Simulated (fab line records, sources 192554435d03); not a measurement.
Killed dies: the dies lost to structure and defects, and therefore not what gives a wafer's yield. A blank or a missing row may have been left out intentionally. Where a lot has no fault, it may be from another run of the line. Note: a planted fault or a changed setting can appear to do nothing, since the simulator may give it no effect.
2 desks looking at one fault    flow n5_finfet    what lay behind the numbers comes last; until then each desk has only its own

== THE DEFECT DESK ==
Per lot, the means of the sampled wafers with a number show what the inspections along the route counted. A lot is out of limits, marked OUT, if its mean lies more than 4 standard deviations from the usual mean; the brackets give that distance.
Columns: A = raw_defect_count at N5_BEOL_M14_INSPECT_30, usual 2.0
lot   first seen here  A
L979  day 11 23:41     0.7
L984  day 12 13:20     3.0
L983  day 12 20:53     1.7
L985  day 13 17:02     1.0
L987  day 13 18:47     1.0
L988  day 13 22:54     1.5
L993  day 14 23:41     2.0
L996  day 16 06:40     2.0
L998  day 16 07:47     1.3
L999  day 17 00:29     1.0
L101  day 17 02:39     1.7
Finding of this desk: none of the 11 lots has anything out of limits.

== AT THE TOOL OWNER'S DESK: pvd_sputter-03 ==
The tool's own readings at N5_BEOL_M14_SPUTTER_43 (material TaN, target thk 15 nm, time 24.19 s): means of the sampled wafers that have a number, for each lot that ran on this tool. A lot is out of limits, marked OUT, if its mean lies more than 4 standard deviations from the usual mean; the brackets give that distance.
Columns: A = throttle_valve_pct at N5_BEOL_M14_SPUTTER_43, usual 29.6 %
lot   first seen here  A
L983  day 12 22:09     28.5
L985  day 13 22:29     28.9
L987  day 14 00:35     30.1
L988  day 14 01:16     28.5
Finding of this desk: none of the 4 lots has anything out of limits.

== BROUGHT TOGETHER ==
The defect desk saw nothing out of limits.
The desk of the tool owner found nothing out of limits.

== WHAT WAS PUT IN BY THE SIMULATOR ==
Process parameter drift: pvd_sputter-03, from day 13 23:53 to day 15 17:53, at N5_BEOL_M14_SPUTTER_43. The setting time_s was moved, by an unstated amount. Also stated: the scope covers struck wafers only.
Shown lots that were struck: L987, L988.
